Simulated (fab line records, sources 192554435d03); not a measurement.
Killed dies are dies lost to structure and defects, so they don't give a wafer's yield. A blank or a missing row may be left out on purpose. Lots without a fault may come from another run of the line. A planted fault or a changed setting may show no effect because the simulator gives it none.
A struck lot beside a sound one | flow n5_finfet | 15 steps out of a route of 1938
Sound: wafers L813.2, L813.3, L813.5. Struck: wafer L824.2. (L824.3, L824.6 of the same lot were not struck and are left out.) The cause comes at the end.
At each step with rows: each side's tool, then ch and its chambers, then its first start. Under that, the readings that differ: sound wafers | struck wafers | difference of the means | sigmas: that difference in standard deviations of wafers without a fault.
alike: readings whose means differ by less than 2 such deviations, and words and numbers that are the same on both sides. not compared: withheld readings, readings that some wafer has no value for, bounds like >300 that may hide the same value, and numbers for which the record gives no deviation and whose values overlap.
The two part at a step that has a row with sigmas, a row that says differs or no value, or rows on one side only. Numbers that don't overlap but have no deviation are shown without sigmas and don't part them. A reading that every wafer of one side lacks parts them only if that side has two wafers or more.

first, 4 steps without rows for these wafers: N5_BEOL_M4_SOFTBAKE_23 (time 60 s); N5_BEOL_M4_EXPOSE_25 (exposes mask V3, defocus 5 nm); N5_BEOL_M4_PEB_26 (peb time 60 s); N5_BEOL_M4_DEVELOP_27 (develop time 30 s).
N5_BEOL_M4_CD_MEAS_28: target cd 26.2 nm, target cd y 24.1 nm.
  sound on cd_sem-02 ch 0, day 11 15:11; struck on cd_sem-01 ch 0, day 15 18:55
  alike: cd_nm
N5_BEOL_M4_OVL_MEAS_29:
  sound on overlay-02 ch 0, day 11 15:13; struck on overlay-02 ch 0, day 15 18:57
  alike: V3_OVL
N5_BEOL_M4_INSPECT_30: inspects for defects (brightfield).
  sound on defect_inspect-01, day 11 15:17; struck on defect_inspect-01, day 15 19:00
  alike: raw_defect_count
N5_BEOL_M4_DESCUM_33: chemistry O2, time 7 s.
  sound on rie_diel-06 ch 0,2, day 11 15:19; struck on rie_diel-04 ch 3, day 15 19:02
  alike: drypump_motor_current_A, oes_product_au, rf_vpp_V, showerhead_plenum_p_Torr, throttle_valve_pct
  not compared: rf_hours_counter_h
N5_BEOL_M4_ETCH_77: etches underlayer in N2/H2, target depth 6.5 nm, time 5.2 s.
  sound on rie_diel-06 ch 0,2, day 11 15:21; struck on rie_diel-04 ch 3, day 15 19:04
  alike: drypump_motor_current_A, etch_rf_on_time_s, oes_product_au, rf_vpp_V, showerhead_plenum_p_Torr, throttle_valve_pct
  not compared: rf_hours_counter_h
N5_BEOL_M4_ETCH_69: etches SiARC in CF4, target depth 15.6 nm, time 26 s.
  sound on rie_diel-06 ch 0,2, day 11 15:22; struck on rie_diel-04 ch 3, day 15 19:05
  reading               | sound             | struck | difference | sigmas
  etch_rf_on_time_s (s) | 25.43 25.80 25.83 | 26.37  | +0.68      | +2
  rf_vpp_V (V)          | 184.4 183.2 183.8 | 186.0  | +2.2       | +2
  alike: drypump_motor_current_A, oes_product_au, showerhead_plenum_p_Torr, throttle_valve_pct
  not compared: rf_hours_counter_h
N5_BEOL_M4_ALD_98: deposits SiO2, target thk 2.5 nm, pulse time 1 s, co reactant pulse time 1 s.
  sound on ald_sin-03 ch 2,3, day 11 15:49; struck on ald_sin-01 ch 1, day 15 19:22
  alike: heater_power_w, precursor_pulse_height_rel
N5_BEOL_M4_ETCHBACK_99: etches SiO2 in CHF3, target depth 5 nm, time 10.4 s.
  sound on rie_diel-06 ch 0,1,2, day 11 20:29; struck on rie_diel-01 ch 1, day 16 00:01
  alike: drypump_motor_current_A, oes_product_au, rf_vpp_V, showerhead_plenum_p_Torr, throttle_valve_pct
  not compared: rf_hours_counter_h
N5_BEOL_M4_ETCH_70: etches SOC in N2/H2, target depth 80 nm, overetch 24 nm, time 130 s.
  sound on rie_diel-06 ch 0,1,2, day 11 20:32; struck on rie_diel-01 ch 1, day 16 00:03
  reading    | sound             | struck | difference | sigmas
  temp_c (C) | 39.89 40.11 40.20 | 37.20  | -2.87      | -26
  alike: drypump_motor_current_A, oes_product_au, rf_vpp_V, showerhead_plenum_p_Torr, throttle_valve_pct
  not compared: rf_hours_counter_h
then, 1 step without rows for these wafers: N5_BEOL_M4_STRIP_71 (strips in N2/H2).
N5_BEOL_M4_RC_MEAS_101:
  sound on prober-02 ch 0, day 12 01:27; struck on prober-01 ch 0, day 16 04:41
  alike: DIBL_N, DIBL_P, IOFF_N, IOFF_P, ION_N, ION_P, SS_N, SS_P, VT_N, VT_P

WHERE THEY PART
First at N5_BEOL_M4_ETCH_69; last, within this record, at N5_BEOL_M4_ETCH_70. Later steps at which nothing parts them and some readings are alike: N5_BEOL_M4_RC_MEAS_101.

WHY: what the simulator had put in
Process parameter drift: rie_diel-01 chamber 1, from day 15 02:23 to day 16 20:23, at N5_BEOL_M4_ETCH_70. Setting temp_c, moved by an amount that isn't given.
